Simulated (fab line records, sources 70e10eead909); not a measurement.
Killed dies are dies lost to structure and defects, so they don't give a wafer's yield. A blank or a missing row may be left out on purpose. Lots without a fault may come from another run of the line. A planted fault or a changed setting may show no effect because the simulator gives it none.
Chamber matching | flow nand_harc | NHARC_P_M0_ETCH_34 on rie_diel-06: 4 sister chambers
The step etches the open film in N2/H2, target depth 40 nm, overetch 12 nm, time 43.94 s. 4 wafers are shown with their chamber, then 7 later ones without.

WAFERS WITH THEIR CHAMBER
wafer  | chamber | showerhead_plenum_p_Torr (Torr)
L081.1 | 3       | 1.93
L081.5 | 2       | 2.11
L082.2 | 1       | 1.99
L082.3 | 0       | 1.99

WAFERS WITHOUT THEIR CHAMBER
wafer  | showerhead_plenum_p_Torr (Torr)
L082.5 | 1.99
L085.2 | 1.99
L085.3 | 1.99
L085.6 | 2.10
L088.1 | 1.98
L088.2 | 2.10
L088.4 | 1.92

WHICH CHAMBER EACH WENT THROUGH
wafer  | from the rows above     | in truth
L082.5 | can't be placed: 0 or 1 | 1
L085.2 | can't be placed: 0 or 1 | 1
L085.3 | can't be placed: 0 or 1 | 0
L085.6 | 2                       | 2
L088.1 | can't be placed: 0 or 1 | 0
L088.2 | 2                       | 2
L088.4 | 3                       | 3
Placed correctly: 3 of 7. Can't be placed from these rows: 4 (the true chamber is among the candidates in 4). Placed wrongly: 0.
How it was worked out, from the rows above alone: a wafer's distance from a chamber is the root of the sum, over the readings, of the square of ((its reading less the chamber's mean) divided by the reading's scatter). The wafer belongs to the nearest chamber; if the next one is less than 2 further off, it can't be placed. A chamber's mean is the mean of its shown wafers. The scatter: with one shown wafer a chamber, the root of the mean of the squares of how far each hidden wafer lies from its nearest shown one.
